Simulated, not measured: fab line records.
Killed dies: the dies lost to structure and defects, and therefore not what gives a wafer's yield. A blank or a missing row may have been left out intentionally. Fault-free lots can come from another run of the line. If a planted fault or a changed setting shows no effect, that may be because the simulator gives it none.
Chamber matching ; flow n5-finfet ; 4 sister chambers for N5_FIN_SAQP_ETCH_51 on rie-diel-06
The step etches SiARC in CF4, target depth 45.5 nm, time 75.8 s. 4 wafers are shown with their chamber, then 8 later ones without.

== WAFERS, EACH WITH ITS CHAMBER ==
wafer;chamber;drypump-motor-current-A (A)
L080.3;0;5.5
L082.3;1;5.3
L082.5;2;4.6
L087.1;3;5.6

== WAFERS WHOSE CHAMBER IS MISSING ==
wafer;drypump-motor-current-A (A)
L087.2;5.5
L087.5;4.6
L093.3;4.6
L093.4;5.4
L093.6;5.6
L097.4;5.3
L097.5;5.4
L097.6;5.3

== THE CHAMBER EACH PASSED THROUGH ==
wafer;from the rows above;in truth
L087.2;0;0
L087.5;2;2
L093.3;2;2
L093.4;can't be placed: 0 or 1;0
L093.6;3;3
L097.4;1;1
L097.5;can't be placed: 0 or 1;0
L097.6;1;1
Placed correctly: 6 of 8. Unplaceable from these rows: 2, with the true chamber sitting among the candidates in 2. Placed wrongly: 0.
How it was worked out, from the rows above alone: a wafer's distance from a chamber is the root of the sum, over the readings, of the square of ((its reading less the chamber's mean) divided by the reading's scatter). The wafer belongs to the nearest chamber; if the next one is less than 2 further off, it can't be placed. The mean given for a chamber averages the wafers shown for that chamber. The scatter: with one shown wafer a chamber, the root of the mean of the squares of how far each hidden wafer lies from its nearest shown one.
